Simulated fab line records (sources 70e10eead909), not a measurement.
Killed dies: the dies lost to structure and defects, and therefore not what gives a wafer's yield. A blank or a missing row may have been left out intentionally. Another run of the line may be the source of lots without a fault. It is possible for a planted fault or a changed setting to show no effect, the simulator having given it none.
Matching of chambers | flow nandHarc | NHARC_A_STAIRCASE_ALD_420 on aldHk-02 has 4 sister chambers
The step deposits SiO2, target thk 20 nm, pulse time 6 s, ald cycles 200. 8 wafers are shown with their chamber, then 7 later ones without.

WAFERS WITH THEIR CHAMBER
wafer  | chamber | heaterPowerW (W) | precursorPulseHeightRel
L083.3 | 3       | 449              | 1.028
L086.3 | 3       | 444              | 1.010
L089.2 | 1       | 509              | 0.995
L090.2 | 2       | 404              | 1.005
L090.3 | 1       | 491              | 1.035
L090.6 | 0       | 580              | 1.000
L092.2 | 2       | 393              | 1.009
L092.5 | 0       | 590              | 0.999

WAFERS MISSING THEIR CHAMBER
wafer  | heaterPowerW (W) | precursorPulseHeightRel
L092.6 | 501              | 1.011
L094.2 | 407              | 0.970
L094.4 | 574              | 1.018
L094.5 | 497              | 0.997
L097.3 | 577              | 1.016
L097.5 | 515              | 1.002
L097.6 | 569              | 1.020

THE CHAMBER EACH PASSED THROUGH
wafer  | from the rows above | in truth
L092.6 | 1                   | 1
L094.2 | 2                   | 2
L094.4 | 0                   | 0
L094.5 | 1                   | 1
L097.3 | 0                   | 0
L097.5 | 1                   | 1
L097.6 | 0                   | 0
Correctly placed: 7 of 7. Can't be placed from these rows: 0. Wrongly placed: 0.
How it was worked out, from the rows above alone: a wafer's distance from a chamber is the root of the sum, over the readings, of the square of ((its reading less the chamber's mean) divided by the reading's scatter). If the next closest chamber is less than 2 further off than the closest, the wafer can't be placed; otherwise it belongs to the closest. The mean given for a chamber averages the wafers shown for that chamber. How the scatter is found: for the shown wafers, subtract from each reading the mean of its chamber, square and add these, divide the total by (wafers less chambers), then take the root.
